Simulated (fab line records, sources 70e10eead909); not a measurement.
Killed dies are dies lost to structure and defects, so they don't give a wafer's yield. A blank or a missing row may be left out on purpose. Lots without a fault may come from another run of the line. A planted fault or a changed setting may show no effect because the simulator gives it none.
fab line records | flow nand_harc
record lots=24 wafers=72 last_day=24
route steps=1159 shown A_STAIRCASE@547
lots that met no fault: from a run of the same line without faults
start_h: hours from the record's first day to the start of the lot's first wafer shown | wait_h: hours since the lot's step before | " the same as in the row above | L1.1+2: a row that stands for several wafers | - no value, or no start given | * or withheld: withheld | < > ~ a bound
route shown NAME@n: a module of which the file shows steps, and the number in the route of the first | usual: mean/standard deviation of fault-free wafers | same: alike in all rows | chamber/n: place in a boat | sites: the reading at each site | _std_site: their standard deviation | _edge_site: outer sites' mean less inner sites' | radius_mm: how far each site lies from the wafer's centre | mask NAME#n: copy n | behind: the tool/chamber that last shaped the wafer | hold: why the lot was held/for how many hours/how that ended | device: the transistor (n, p or np) that didn't switch | end of line: the same wafers' tests at the end of the route | a step without rows: its recipe alone | killed: dies lost to structure and defects at the first sort, not the wafer's yield | map: a wafer's dies, x killed, . not, _ none there
set.NAME: the setting as run; set.NAME@STEP: as run at that earlier step | model.NAME: the simulator's own value behind a step, which no gauge read
steps of the route over a sample of lots; a table a step, a row a wafer
services: from which hour (start_h, from the record's first day; less than 0 if before it) a tool's chamber was out of use, for how many hours, and why
## steps
# step NHARC_A_STAIRCASE_DESCUM_11
# recipe time_s=3 o2_flow_sccm=200 ar_flow_sccm=0 bias_power_w=0 chemistry=O2
# usual drypump_motor_current_A=5.6/0.51 oes_product_au=1.001/0.0076 rf_vpp_V=57.8/0.9 showerhead_plenum_p_Torr=1.89/0.09 throttle_valve_pct=11.312/0.0087
# columns lot.wafer tool chamber start_h wait_h drypump_motor_current_A oes_product_au rf_hours_counter_h rf_vpp_V showerhead_plenum_p_Torr throttle_valve_pct
L074.4 rie_diel-11 3 234.14 - 5.9 1.003 21 59.2 2.05 11.312
L074.2 " 1 " " 6.3 1.001 18 57.2 1.82 11.312
L074.6 " 3 " " 5.9 1.008 - 57.3 2.05 11.311
L076.3 rie_diel-04 3 245.78 - 5.3 0.996 47 58.1 1.99 11.309
L076.2 " 0 " " 5.1 1.007 20 57.0 1.80 11.314
L076.5 " 0 " " 5.0 1.024 - 57.3 1.80 11.317
L075.1 rie_diel-11 1 246.01 - 6.4 1.003 22 58.6 1.82 11.320
L075.3 " 2 " " 4.8 0.998 22 57.8 2.01 11.323
L075.6 " 1 " " 6.4 1.012 - 57.2 1.82 11.327
L078.3 rie_diel-11 3 258.20 - 6.0 1.003 28 57.9 2.05 11.316
L078.6 " 1 " " 6.4 1.007 - 57.3 1.82 11.322
L078.5 " 2 " " 4.8 1.000 - 57.6 2.01 11.309
L077.3 rie_diel-04 0 258.39 - 5.0 0.996 24 57.2 1.80 11.306
L077.1 " 3 " " 5.3 0.996 51 58.6 1.99 11.310
L077.5 " 0 " " 5.0 1.000 - 58.3 1.80 11.313
L079.3 rie_diel-11 0 267.19 - 5.0 1.010 29 56.6 1.78 11.322
L079.1 " 1 " " 6.4 1.005 30 57.9 1.82 11.322
L079.2 " 3 " " 6.0 1.002 30 59.7 2.04 11.328
L081.4 rie_diel-04 0 272.23 - 5.0 1.004 28 58.2 1.80 11.308
L081.6 " 1 " " 6.2 0.987 - 58.4 1.84 11.308
L081.5 " 2 " " 5.7 0.992 - 56.7 1.87 11.308
L080.1 rie_diel-11 1 272.39 - 6.4 0.998 31 57.8 1.82 11.309
L080.6 " 3 " " 5.9 1.008 - 57.3 2.04 11.320
L080.5 " 0 " " 5.1 0.999 - 58.3 1.78 11.309
L083.3 rie_diel-12 3 292.50 - 5.9 0.996 26 57.8 1.99 11.294
L083.2 " 0 " " 5.7 0.995 25 57.5 1.91 11.312
L083.4 " 1 " " 5.0 1.002 24 58.0 1.82 11.316
L082.4 rie_diel-12 3 292.69 - 5.9 0.997 26 58.5 1.99 11.323
L082.3 " 1 " " 5.0 0.989 24 59.8 1.82 11.318
L082.6 " 2 " " 5.8 0.997 - 59.7 1.91 11.314
L085.3 rie_diel-11 0 306.28 - 5.1 1.008 42 57.4 1.78 11.312
L085.1 " 1 " " 6.3 1.000 45 57.4 1.81 11.317
L085.5 " 2 " " 4.8 1.001 - 59.8 2.01 11.301
L087.3 rie_diel-04 2 315.39 - 5.7 1.002 7 58.3 1.87 11.304
L087.2 " 3 " " 5.3 0.990 7 59.4 1.98 11.326
L087.5 " 1 " " 6.2 1.009 - 58.9 1.84 11.311
L086.3 rie_diel-11 0 315.95 - 5.1 1.002 47 57.8 1.78 11.314
L086.1 " 1 " " 6.4 1.006 50 57.4 1.81 11.305
L086.5 " 1 " " 6.4 1.004 - 57.7 1.81 11.322
L089.4 rie_diel-11 0 323.50 - 5.1 1.003 50 57.0 1.78 11.305
L089.3 " 2 " " 4.8 1.000 50 59.1 2.00 11.295
L089.5 " 3 " " 5.9 1.005 - 58.5 2.04 11.312
L084.4 rie_diel-04 0 323.78 - 5.1 1.007 11 56.2 1.79 11.318
L084.2 " 2 " " 5.7 0.991 10 58.1 1.86 11.310
L084.3 " 3 " " 5.2 0.997 12 57.8 1.98 11.315
L088.1 rie_diel-12 1 328.50 - 5.0 0.978 37 57.5 1.81 11.314
L088.3 " 0 " " 5.7 0.992 38 57.1 1.91 11.322
L088.6 " 1 " " 5.0 0.979 - 59.0 1.81 11.319
L090.2 rie_diel-11 2 334.26 - 4.8 1.003 55 59.5 2.00 11.312
L090.1 " 3 " " 5.9 1.000 54 58.7 2.04 11.313
L090.3 " 0 " " 5.0 1.009 54 57.6 1.77 11.307
L093.2 rie_diel-12 2 345.74 - 5.8 0.985 44 57.7 1.91 11.319
L093.3 " 1 " " 5.0 0.989 44 57.5 1.81 11.320
L093.6 " 2 " " 5.8 0.993 - 57.7 1.90 11.298
L091.4 rie_diel-12 0 346.04 - 5.7 1.007 45 57.5 1.90 11.309
L091.5 " 3 " " 5.9 0.999 - 58.2 1.98 11.306
L091.6 " 0 " " 5.7 1.002 - 57.5 1.90 11.305
L094.1 rie_diel-04 1 346.27 - 6.2 1.005 13 58.3 1.83 11.323
L094.3 " 0 " " 5.0 1.005 18 56.6 1.79 11.310
L094.5 " 2 " " 5.7 0.994 - 57.9 1.86 11.315
L092.1 rie_diel-04 1 353.30 - 6.2 1.008 16 57.5 1.83 11.316
L092.2 " 2 " " 5.7 1.003 21 56.8 1.86 11.316
L092.6 " 1 " " 6.2 1.016 - 57.8 1.83 11.318
L096.1 rie_diel-04 1 365.52 - 6.2 1.015 20 57.9 1.83 11.326
L096.3 " 3 " " 5.3 1.002 25 57.7 1.98 11.316
L096.4 " 0 " " 5.0 1.011 - 58.2 1.79 11.307
L097.3 rie_diel-12 2 372.40 - 5.8 1.000 56 57.1 1.90 11.321
L097.2 " 3 " " 6.0 1.002 56 57.8 1.98 11.312
L097.6 " 2 " " 5.8 1.000 - 57.7 1.90 11.303
L095.2 rie_diel-04 0 376.71 - 5.0 0.993 28 57.1 1.79 11.307
L095.3 " 1 " " 6.1 0.997 24 56.5 1.83 11.325
L095.4 " 2 " " 5.7 0.994 29 56.9 1.86 11.318
# step NHARC_A_STAIRCASE_ETCH_19
# recipe target_depth_a=1000 time_s=40.5 ion_energy_ev=400 c4f8_flow_sccm=20 o2_flow_sccm=10 ar_flow_sccm=withheld rf_w=600 bias_w=1000 chemistry=C4F8/O2
# usual oes_product_au=0.942/0.0096 rf_vpp_V=894/5.7
# columns lot.wafer tool chamber start_h wait_h oes_product_au rf_hours_counter_h rf_vpp_V
L074.4 rie_diel-11 3 - - 0.940 21 905
L074.2 " 1 " " 0.949 19 890
L074.6 " 0 " " 0.942 - 887
L076.3 rie_diel-04 1 - - 0.940 45 891
L076.2 " 3 " " 0.942 48 900
L076.5 " 0 " " 0.943 - 889
L075.3 rie_diel-11 2 - - 0.924 23 902
L075.1 " 3 " " 0.919 25 904
L075.6 " 1 " " 0.927 - 889
L078.3 rie_diel-11 3 - - 0.931 28 903
L078.5 " 1 " " 0.943 - 891
L078.6 " 2 " " 0.933 - 903
L077.3 rie_diel-04 1 - - 0.944 49 892
L077.1 " 3 " " 0.933 52 899
L077.5 " 1 " " 0.935 - 892
L079.2 rie_diel-11 1 - - 0.949 30 890
L079.1 " 2 " " 0.934 30 900
L079.3 " 3 " " 0.933 31 904
L081.4 rie_diel-04 3 - - 0.942 57 900
L081.6 " 3 " " 0.933 - 900
L081.5 " 0 " " 0.952 - 889
L080.1 rie_diel-11 2 - - 0.965 32 902
L080.6 " 0 " " 0.946 - 887
L080.5 " 1 " " 0.948 - 889
L083.4 rie_diel-12 0 - - 0.934 26 896
L083.3 " 1 " " 0.931 25 890
L083.2 " 2 " " 0.960 27 896
L082.3 rie_diel-12 0 - - 0.947 26 895
L082.4 " 3 " " 0.951 28 900
L082.6 " 0 " " 0.929 - 895
L085.1 rie_diel-11 3 - - 0.941 43 904
L085.3 " 1 " " 0.948 46 889
L085.5 " 3 " " 0.935 - 904
L087.2 rie_diel-04 2 - - 0.961 8 893
L087.3 " 3 " " 0.941 8 900
L087.5 " 2 " " 0.959 - 893
L086.1 rie_diel-11 0 - - 0.946 47 887
L086.3 " 1 " " 0.951 50 890
L086.5 " 0 " " 0.957 - 889
L089.3 rie_diel-11 1 - - 0.951 53 888
L089.4 " 2 " " 0.955 51 900
L089.5 " 0 " " 0.943 - 888
L084.3 rie_diel-04 3 - - 0.937 12 900
L084.2 " 0 " " 0.945 12 888
L084.4 " 1 " " 0.941 6 893
L088.1 rie_diel-12 1 - - 0.918 38 890
L088.3 " 3 " " 0.938 40 902
L088.6 " 1 " " 0.921 - 889
L090.2 rie_diel-11 3 - - 0.941 55 904
L090.3 " 0 " " 0.956 55 886
L090.1 " 1 " " 0.947 58 891
L093.3 rie_diel-12 2 - - 0.946 45 895
L093.2 " 0 " " 0.938 45 895
L093.6 " 1 " " 0.942 - 889
L091.4 rie_diel-12 0 - - 0.936 46 896
L091.6 " 2 " " 0.931 - 895
L091.5 " 3 " " 0.941 - 901
L094.3 rie_diel-04 2 - - 0.924 19 893
L094.1 " 1 " " 0.926 14 891
L094.5 " 2 " " 0.932 - 893
L092.2 rie_diel-04 2 - - 0.945 22 892
L092.1 " 3 " " 0.948 23 900
L092.6 " 2 " " 0.944 - 894
L096.1 rie_diel-04 1 - - 0.954 21 890
L096.3 " 0 " " 0.938 25 888
L096.4 " 3 " " 0.947 - 900
L097.2 rie_diel-12 3 - - 0.954 59 900
L097.3 " 0 " " 0.954 57 894
L097.6 " 3 " " 0.954 - 900
L095.3 rie_diel-04 3 - - 0.936 31 900
L095.2 " 1 " " 0.944 25 891
L095.4 " 2 " " 0.935 30 893
# step NHARC_A_STAIRCASE_ETCH_230
# recipe target_depth_a=1000 time_s=40.5 ion_energy_ev=400 c4f8_flow_sccm=20 o2_flow_sccm=10 ar_flow_sccm=withheld rf_w=600 bias_w=1000 chemistry=C4F8/O2
# usual oes_product_au=0.948/0.014 rf_vpp_V=894/5.5
# columns lot.wafer tool chamber start_h wait_h oes_product_au rf_hours_counter_h rf_vpp_V
L074.4 rie_diel-04 2 - - 0.943 49 895
L074.2 " 3 " " 0.951 48 900
L074.6 " 2 " " 0.940 - 893
L076.2 rie_diel-04 1 - - 0.938 48 891
L076.3 " 2 " " 0.948 51 894
L076.5 " 0 " " 0.938 - 888
L075.3 rie_diel-04 2 - - 0.953 52 894
L075.1 " 1 " " 0.963 48 891
L075.6 " 2 " " 0.944 - 893
L078.3 rie_diel-12 2 - - 0.963 17 896
L078.5 " 2 " " 0.966 - 896
L078.6 " 3 " " 0.963 - 900
L077.1 rie_diel-04 1 - - 0.942 53 892
L077.3 " 2 " " 0.926 56 893
L077.5 " 3 " " 0.944 - 900
L079.1 rie_diel-04 2 - - 0.940 60 893
L079.2 " 0 " " 0.951 32 888
L079.3 " 1 " " 0.937 58 891
L081.4 rie_diel-04 1 - - 0.971 61 893
L081.6 " 0 " " 0.978 - 889
L081.5 " 1 " " 0.975 - 892
L080.1 rie_diel-11 0 - - 0.943 35 887
L080.5 " 0 " " 0.954 - 887
L080.6 " 1 " " 0.959 - 890
L082.4 rie_diel-12 2 - - 0.927 29 896
L082.3 " 3 " " 0.942 30 899
L082.6 " 2 " " 0.932 - 896
L083.3 rie_diel-04 3 - - 0.951 4 901
L083.2 " 2 " " 0.948 4 894
L083.4 " 3 " " 0.948 - 900
L085.1 rie_diel-12 2 - - 0.937 32 896
L085.3 " 3 " " 0.940 34 901
L085.5 " 2 " " 0.937 - 896
L087.3 rie_diel-11 0 - - 0.950 51 888
L087.2 " 2 " " 0.966 51 901
L087.5 " 0 " " 0.937 - 886
L086.3 rie_diel-11 3 - - 0.931 51 905
L086.1 " 0 " " 0.951 52 886
L086.5 " 3 " " 0.949 - 903
L089.4 rie_diel-04 2 - - 0.940 13 894
L089.3 " 3 " " 0.946 15 902
L089.5 " 1 " " 0.939 - 893
L084.4 rie_diel-04 3 - - 0.947 15 899
L084.3 " 0 " " 0.947 15 888
L084.2 " 1 " " 0.936 9 893
L088.3 rie_diel-04 0 - - 0.945 16 887
L088.1 " 2 " " 0.944 15 892
L088.6 " 1 " " 0.949 - 890
L090.2 rie_diel-04 1 - - 0.988 12 890
L090.1 " 2 " " 0.962 17 892
L090.3 " 3 " " 0.972 18 901
L093.3 rie_diel-11 1 - - 0.945 66 889
L093.2 " 0 " " 0.959 62 888
L093.6 " 2 " " 0.955 - 901
L091.4 rie_diel-04 3 - - 0.947 23 901
L091.6 " 1 " " 0.943 - 891
L091.5 " 2 " " 0.944 - 894
L094.1 rie_diel-12 2 - - 0.930 49 895
L094.3 " 0 " " 0.934 51 896
L094.5 " 3 " " 0.922 - 899
L092.2 rie_diel-11 0 - - 0.942 65 887
L092.1 " 1 " " 0.942 68 889
L092.6 " 0 " " 0.941 - 888
L096.4 rie_diel-04 2 - - 0.934 29 894
L096.3 " 3 " " 0.948 30 900
L096.1 " 1 " " 0.943 25 890
L097.3 rie_diel-11 3 - - 0.957 2 904
L097.2 " 1 " " 0.962 3 889
L097.6 " 0 " " 0.954 - 906
L095.2 rie_diel-12 0 - - 0.976 0 894
L095.3 " 1 " " 0.957 0 889
L095.4 " 2 " " 0.970 0 895
# step NHARC_A_STAIRCASE_TRIM_231
# recipe time_s=211.2 o2_flow_sccm=500 ar_flow_sccm=0 bias_w=0 chemistry=O2
# usual drypump_motor_current_A=5.6/0.5 oes_product_au=1.002/0.0086 rf_vpp_V=57.6/0.98 showerhead_plenum_p_Torr=3.48/0.14 throttle_valve_pct=17.037/0.009
# columns lot.wafer tool chamber start_h wait_h drypump_motor_current_A oes_product_au rf_hours_counter_h rf_vpp_V showerhead_plenum_p_Torr throttle_valve_pct
L074.4 rie_diel-04 3 - - 5.3 1.001 48 57.7 3.66 17.035
L074.2 " 0 " " 5.0 1.023 21 56.3 3.33 17.045
L074.6 " 2 " " 5.7 1.007 - 56.4 3.46 17.047
L076.2 rie_diel-04 0 - - 5.1 1.012 23 57.5 3.33 17.048
L076.3 " 2 " " 5.7 0.998 51 56.1 3.46 17.040
L076.5 " 0 " " 5.0 1.007 - 57.3 3.33 17.045
L075.3 rie_diel-04 0 - - 5.1 1.008 24 56.1 3.33 17.027
L075.1 " 1 " " 6.2 1.006 48 56.0 3.41 17.029
L075.6 " 2 " " 5.7 0.998 - 57.0 3.46 17.024
L078.3 rie_diel-12 2 - - 5.8 1.003 17 59.5 3.53 17.046
L078.5 " 2 " " 5.8 1.002 - 57.9 3.53 17.041
L078.6 " 3 " " 6.0 1.000 - 58.3 3.66 17.023
L077.3 rie_diel-04 1 - - 6.2 0.997 53 57.0 3.41 17.030
L077.1 " 3 " " 5.3 1.008 54 58.8 3.66 17.025
L077.5 " 1 " " 6.2 1.013 - 55.9 3.40 17.049
L079.2 rie_diel-04 1 - - 6.2 1.012 58 58.3 3.40 17.026
L079.3 " 2 " " 5.7 0.999 60 57.1 3.45 17.040
L079.1 " 0 " " 5.0 1.009 32 56.5 3.32 17.034
L081.4 rie_diel-04 0 - - 5.0 1.015 35 55.3 3.32 17.039
L081.6 " 1 " " 6.2 1.009 - 57.9 3.40 17.045
L081.5 " 2 " " 5.7 1.001 - 57.4 3.45 17.034
L080.1 rie_diel-11 2 - - 4.8 1.006 36 59.9 3.69 17.037
L080.6 " 0 " " 5.1 1.000 - 56.5 3.30 17.029
L080.5 " 1 " " 6.4 1.015 - 57.7 3.36 17.030
L082.3 rie_diel-12 0 - - 5.8 1.007 29 57.8 3.52 17.043
L082.4 " 1 " " 5.0 0.993 28 56.3 3.36 17.025
L082.6 " 3 " " 5.9 1.000 - 57.5 3.65 17.037
L083.2 rie_diel-04 2 - - 5.7 0.981 4 57.6 3.45 17.061
L083.3 " 3 " " 5.3 1.007 4 59.2 3.65 17.039
L083.4 " 2 " " 5.7 0.986 - 56.8 3.45 17.046
L085.3 rie_diel-12 3 - - 5.9 0.988 35 58.5 3.65 17.048
L085.1 " 0 " " 5.7 0.985 34 58.1 3.52 17.041
L085.5 " 0 " " 5.7 0.983 - 57.4 3.52 17.033
L087.3 rie_diel-11 1 - - 6.4 1.015 53 56.4 3.35 17.049
L087.2 " 0 " " 5.1 1.002 51 55.6 3.29 17.044
L087.5 " 1 " " 6.4 1.012 - 58.2 3.35 17.045
L086.1 rie_diel-11 3 - - 6.0 1.014 51 57.6 3.74 17.033
L086.3 " 0 " " 5.1 1.014 52 57.8 3.29 17.027
L086.5 " 1 " " 6.4 1.019 - 56.5 3.35 17.038
L089.4 rie_diel-04 0 - - 5.0 1.008 14 58.4 3.32 17.029
L089.3 " 1 " " 6.2 1.000 8 58.3 3.40 17.031
L089.5 " 0 " " 5.0 0.996 - 57.1 3.32 17.035
L084.4 rie_diel-04 3 - - 5.3 0.993 15 56.6 3.65 17.027
L084.3 " 0 " " 5.0 0.999 15 57.1 3.32 17.020
L084.2 " 2 " " 5.7 0.996 14 57.0 3.44 17.041
L088.1 rie_diel-04 0 - - 5.0 0.999 16 58.6 3.31 17.038
L088.3 " 3 " " 5.3 1.005 17 56.5 3.65 17.023
L088.6 " 1 " " 6.2 1.008 - 58.3 3.39 17.054
L090.3 rie_diel-04 2 - - 5.7 0.996 17 57.0 3.44 17.045
L090.2 " 3 " " 5.3 0.999 18 58.8 3.64 17.034
L090.1 " 0 " " 5.0 1.001 18 57.0 3.31 17.027
L093.2 rie_diel-11 1 - - 6.4 1.013 66 58.6 3.34 17.049
L093.3 " 0 " " 5.1 1.009 62 57.1 3.28 17.034
L093.6 " 2 " " 4.8 1.008 - 58.0 3.68 17.038
L091.4 rie_diel-04 2 - - 5.7 1.005 23 59.0 3.44 17.029
L091.6 " 1 " " 6.2 1.005 - 57.7 3.39 17.024
L091.5 " 2 " " 5.7 1.002 - 59.0 3.44 17.044
L094.1 rie_diel-12 1 - - 5.0 0.989 50 57.2 3.35 17.035
L094.3 " 2 " " 5.8 0.993 49 58.1 3.51 17.043
L094.5 " 1 " " 5.0 0.990 - 56.9 3.35 17.060
L092.2 rie_diel-11 1 - - 6.4 0.987 68 56.0 3.34 17.031
L092.1 " 0 " " 5.1 1.003 65 57.5 3.28 17.032
L092.6 " 2 " " 4.8 0.995 - 57.8 3.68 17.034
L096.4 rie_diel-04 1 - - 6.2 0.997 25 57.0 3.39 17.037
L096.3 " 2 " " 5.7 0.995 29 56.8 3.43 17.035
L096.1 " 3 " " 5.3 0.997 31 57.7 3.64 17.026
L097.2 rie_diel-11 0 - - 5.1 1.003 3 58.5 3.81 17.037
L097.3 " 1 " " 6.4 1.008 4 57.9 3.34 17.032
L097.6 " 1 " " 6.4 1.013 - 57.5 3.34 17.018
L095.4 rie_diel-12 1 - - 5.0 0.988 0 58.2 3.34 17.035
L095.3 " 2 " " 5.8 1.015 0 57.2 3.51 17.040
L095.2 " 3 " " 5.9 1.005 0 58.2 3.64 17.033
# step NHARC_A_STAIRCASE_ETCH_452
# recipe target_depth_a=300 overetch_a=30 time_s=16.5 ion_energy_ev=100 cf4_flow_sccm=80 o2_flow_sccm=20 ar_flow_sccm=0 rf_w=300 bias_w=100 chemistry=CF4/O2
# usual drypump_motor_current_A=5.6/0.49 oes_product_au=1.001/0.0074 rf_vpp_V=197.5/1.5 showerhead_plenum_p_Torr=1.32/0.057 throttle_valve_pct=13.396/0.01
# columns lot.wafer tool chamber start_h wait_h drypump_motor_current_A oes_product_au rf_hours_counter_h rf_vpp_V showerhead_plenum_p_Torr throttle_valve_pct
L074.2 rie_diel-12 1 - - 5.0 0.999 13 195.7 1.27 13.399
L074.4 " 3 " " 6.0 1.001 15 197.9 1.39 13.370
L074.6 " 2 " " 5.7 1.008 - 198.2 1.34 13.396
L076.2 rie_diel-11 1 - - 6.4 1.003 28 195.0 1.27 13.395
L076.3 " 2 " " 4.8 0.997 28 199.7 1.40 13.375
L076.5 " 2 " " 4.8 0.997 - 199.5 1.40 13.390
L075.3 rie_diel-12 2 - - 5.8 1.003 17 196.3 1.34 13.395
L075.1 " 0 " " 5.7 1.008 16 197.9 1.33 13.384
L075.6 " 3 " " 6.0 1.004 - 199.3 1.39 13.409
L078.3 rie_diel-12 1 - - 5.0 0.996 18 198.3 1.27 13.389
L078.5 " 3 " " 5.9 0.989 - 199.7 1.39 13.401
L078.6 " 0 " " 5.7 0.995 - 200.0 1.33 13.400
L077.1 rie_diel-11 0 - - 5.1 1.007 32 195.3 1.25 13.412
L077.3 " 2 " " 4.8 1.004 32 200.3 1.40 13.388
L077.5 " 3 " " 6.0 0.998 - 198.8 1.42 13.403
L079.1 rie_diel-04 0 - - 5.0 1.011 35 196.1 1.25 13.384
L079.3 " 1 " " 6.1 1.001 61 197.7 1.28 13.388
L079.2 " 2 " " 5.7 0.997 63 196.9 1.31 13.399
L081.4 rie_diel-11 1 - - 6.4 1.006 38 195.3 1.27 13.415
L081.6 " 0 " " 5.0 0.994 - 197.1 1.24 13.388
L081.5 " 1 " " 6.4 1.007 - 197.4 1.27 13.405
L080.1 rie_diel-12 1 - - 5.0 0.990 24 195.2 1.27 13.395
L080.6 " 0 " " 5.7 0.996 - 197.6 1.33 13.400
L080.5 " 1 " " 5.0 0.993 - 196.3 1.27 13.400
L082.3 rie_diel-04 2 - - 5.7 1.001 5 197.3 1.30 13.390
L082.4 " 0 " " 5.0 1.005 5 197.8 1.25 13.396
L082.6 " 2 " " 5.7 0.996 - 195.8 1.30 13.382
L083.2 rie_diel-04 2 - - 5.7 0.987 6 196.2 1.30 13.390
L083.3 " 0 " " 5.0 1.001 6 196.8 1.25 13.397
L083.4 " 1 " " 6.2 1.002 1 197.0 1.28 13.398
L085.3 rie_diel-11 3 - - 5.9 0.997 49 198.0 1.42 13.404
L085.1 " 0 " " 5.1 0.998 49 193.9 1.24 13.410
L085.5 " 1 " " 6.4 1.014 - 196.0 1.26 13.379
L087.2 rie_diel-11 3 - - 5.9 1.012 53 200.1 1.42 13.407
L087.3 " 0 " " 5.1 1.017 53 196.4 1.24 13.404
L087.5 " 2 " " 4.8 1.009 - 198.8 1.40 13.403
L086.1 rie_diel-11 1 - - 6.4 1.011 57 195.0 1.26 13.379
L086.3 " 0 " " 5.1 1.018 54 195.4 1.24 13.405
L086.5 " 2 " " 4.8 1.007 - 200.4 1.40 13.405
L089.4 rie_diel-04 2 - - 5.7 0.992 16 197.4 1.30 13.403
L089.3 " 3 " " 5.3 0.992 17 197.7 1.38 13.401
L089.5 " 3 " " 5.3 0.991 - 197.5 1.38 13.383
L084.4 rie_diel-12 3 - - 5.9 0.999 44 197.7 1.38 13.385
L084.2 " 0 " " 5.7 1.006 44 196.8 1.33 13.414
L084.3 " 2 " " 5.8 1.001 43 197.4 1.33 13.423
L088.1 rie_diel-04 0 - - 5.0 1.007 18 196.9 1.25 13.409
L088.3 " 2 " " 5.7 1.000 18 196.7 1.30 13.383
L088.6 " 0 " " 5.0 1.000 - 195.3 1.25 13.389
L090.1 rie_diel-12 3 - - 5.9 1.009 49 199.6 1.38 13.394
L090.2 " 0 " " 5.7 1.003 50 197.4 1.33 13.396
L090.3 " 2 " " 5.8 1.013 48 197.6 1.33 13.390
L093.2 rie_diel-12 1 - - 5.0 0.996 52 196.9 1.26 13.396
L093.3 " 2 " " 5.8 1.008 53 197.1 1.33 13.404
L093.6 " 2 " " 5.8 1.014 - 197.8 1.33 13.414
L091.4 rie_diel-12 1 - - 5.0 0.994 53 195.7 1.26 13.400
L091.6 " 0 " " 5.7 0.995 - 198.2 1.33 13.385
L091.5 " 1 " " 4.9 0.994 - 197.4 1.26 13.398
L094.1 rie_diel-12 1 - - 5.0 0.993 53 195.4 1.26 13.405
L094.3 " 2 " " 5.8 0.998 54 195.7 1.33 13.407
L094.5 " 1 " " 5.0 0.998 - 196.2 1.26 13.383
L092.1 rie_diel-12 0 - - 5.7 0.997 55 197.2 1.33 13.398
L092.2 " 3 " " 6.0 0.988 56 198.6 1.38 13.391
L092.6 " 1 " " 5.0 0.986 - 197.2 1.26 13.403
L096.4 rie_diel-11 0 - - 5.1 0.996 4 198.5 1.44 13.400
L096.1 " 1 " " 6.4 1.008 4 195.4 1.26 13.392
L096.3 " 3 " " 5.9 1.008 3 199.1 1.42 13.398
L097.3 rie_diel-12 0 - - 5.7 0.989 1 197.8 1.32 13.386
L097.2 " 3 " " 5.9 1.003 1 198.7 1.38 13.402
L097.6 " 0 " " 5.8 0.996 - 197.3 1.32 13.401
L095.2 rie_diel-12 1 - - 5.0 1.007 3 194.8 1.26 13.386
L095.3 " 2 " " 5.7 1.020 2 198.1 1.33 13.396
L095.4 " 3 " " 6.0 1.002 3 197.9 1.38 13.397
# step NHARC_A_STAIRCASE_CMP_472
# recipe material=SiO2
# usual edge_zone_pressure_frac=0.999/0.0048 motor_current_A=12.1/1.1
# columns lot.wafer tool chamber start_h wait_h edge_zone_pressure_frac motor_current_A
L074.4 cmp-04 2 306.57 0.2 1.004 13.8
L074.2 " 3 " " 0.999 10.7
L074.6 " 1 " " 0.997 11.2
L075.1 cmp-02 2 313.08 0.2 0.992 11.4
L075.3 " 0 " " 0.998 12.7
L075.6 " 3 " " 1.010 12.5
L076.3 cmp-01 1 313.92 0.2 0.999 10.8
L076.2 " 3 " " 1.003 13.4
L076.5 " 1 " " 0.999 11.1
L078.3 cmp-04 2 325.67 0.2 0.997 14.0
L078.5 " 0 " " 1.007 13.0
L078.6 " 1 " " 0.997 11.6
L077.3 cmp-01 2 325.90 0.2 0.995 11.0
L077.1 " 0 " " 0.998 11.7
L077.5 " 1 " " 1.006 11.2
L079.3 cmp-01 1 338.45 0.2 0.995 10.3
L079.2 " 2 " " 1.000 11.3
L079.1 " 3 " " 0.995 13.5
L081.4 cmp-02 2 352.24 0.2 1.007 12.5
L081.6 " 0 " " 1.001 13.0
L081.5 " 1 " " 1.011 11.4
L080.1 cmp-01 0 352.40 0.2 1.000 12.1
L080.6 " 3 " " 1.014 13.0
L080.5 " 0 " " 0.996 11.4
L083.3 cmp-04 0 362.57 0.2 1.006 13.0
L083.2 " 2 " " 0.991 13.5
L083.4 " 3 " " 1.004 10.7
L082.4 cmp-02 0 362.78 0.2 0.995 12.9
L082.3 " 3 " " 0.989 12.0
L082.6 " 0 " " 1.002 12.8
L085.1 cmp-04 3 375.67 0.2 0.995 10.3
L085.3 " 1 " " 0.999 11.1
L085.5 " 2 " " 0.999 14.9
L087.2 cmp-01 2 383.06 0.3 1.001 10.7
L087.3 " 3 " " 0.997 13.3
L087.5 " 1 " " 1.011 11.1
L086.3 cmp-04 0 383.11 0.2 0.994 12.8
L086.1 " 2 " " 0.997 14.2
L086.5 " 0 " " 0.993 13.4
L084.2 cmp-02 2 392.96 0.2 1.004 11.6
L084.4 " 0 " " 1.003 12.8
L084.3 " 1 " " 1.000 12.0
L089.4 cmp-04 3 394.67 0.1 0.999 10.8
L089.3 " 2 " " 0.998 13.9
L089.5 " 0 " " 0.999 13.7
L088.3 cmp-02 0 395.81 0.2 1.001 13.3
L088.1 " 3 " " 0.989 12.2
L088.6 " 0 " " 1.000 13.6
L090.2 cmp-04 3 404.20 0.2 1.006 10.9
L090.3 " 0 " " 1.002 13.7
L090.1 " 1 " " 1.001 11.0
L091.4 cmp-04 2 417.13 0.2 1.006 14.4
L091.6 " 3 " " 1.000 10.6
L091.5 " 0 " " 0.999 12.4
L094.3 cmp-02 2 417.53 0.2 0.989 12.5
L094.1 " 3 " " 0.993 12.7
L094.5 " 0 " " 1.002 13.3
L093.3 cmp-04 1 417.82 0.3 1.005 11.7
L093.2 " 2 " " 0.988 13.9
L093.6 " 3 " " 0.999 10.3
L092.1 cmp-02 2 427.69 0.2 0.992 12.3
L092.2 " 0 " " 0.996 13.2
L092.6 " 2 " " 1.002 11.4
L096.3 cmp-02 0 447.63 0.2 0.999 13.2
L096.1 " 1 " " 0.999 11.8
L096.4 " 2 " " 0.998 11.8
L097.3 cmp-01 0 447.73 0.2 0.991 11.3
L097.2 " 1 " " 1.001 11.4
L097.6 " 0 " " 0.995 11.4
L095.4 cmp-02 0 448.51 0.2 0.994 13.7
L095.2 " 1 " " 0.995 11.8
L095.3 " 2 " " 0.999 11.6
## services
# columns tool chamber start_h hours kind
rie_diel-11 2 216.06 3.2 repair
cmp-02 - 217.90 1.2 repair
cmp-04 - 222.47 5.2 repair
rie_diel-04 - 222.71 1.2 repair
cmp-02 - 226.62 4.0 pm
cmp-04 - 268.41 1.2 repair
rie_diel-04 - 288.90 9.0 pm
cmp-04 - 301.00 4.0 pm
cmp-02 - 324.62 4.0 pm
cmp-04 - 349.30 3.8 repair
rie_diel-04 2 362.65 7.9 repair
rie_diel-11 2 363.14 3.9 repair
rie_diel-11 - 366.82 9.0 pm
cmp-04 - 373.11 2.0 repair
rie_diel-12 - 379.69 9.0 pm
rie_diel-04 3 381.53 3.7 repair
cmp-04 - 399.00 4.0 pm
rie_diel-12 3 406.51 1.2 repair
cmp-02 - 422.62 4.0 pm
rie_diel-12 - 423.86 1.4 repair
cmp-04 - 424.51 1.5 repair
cmp-02 - 441.49 0.4 repair
rie_diel-04 - 442.20 0.7 repair
cmp-04 - 446.26 0.6 repair
## key
fault none
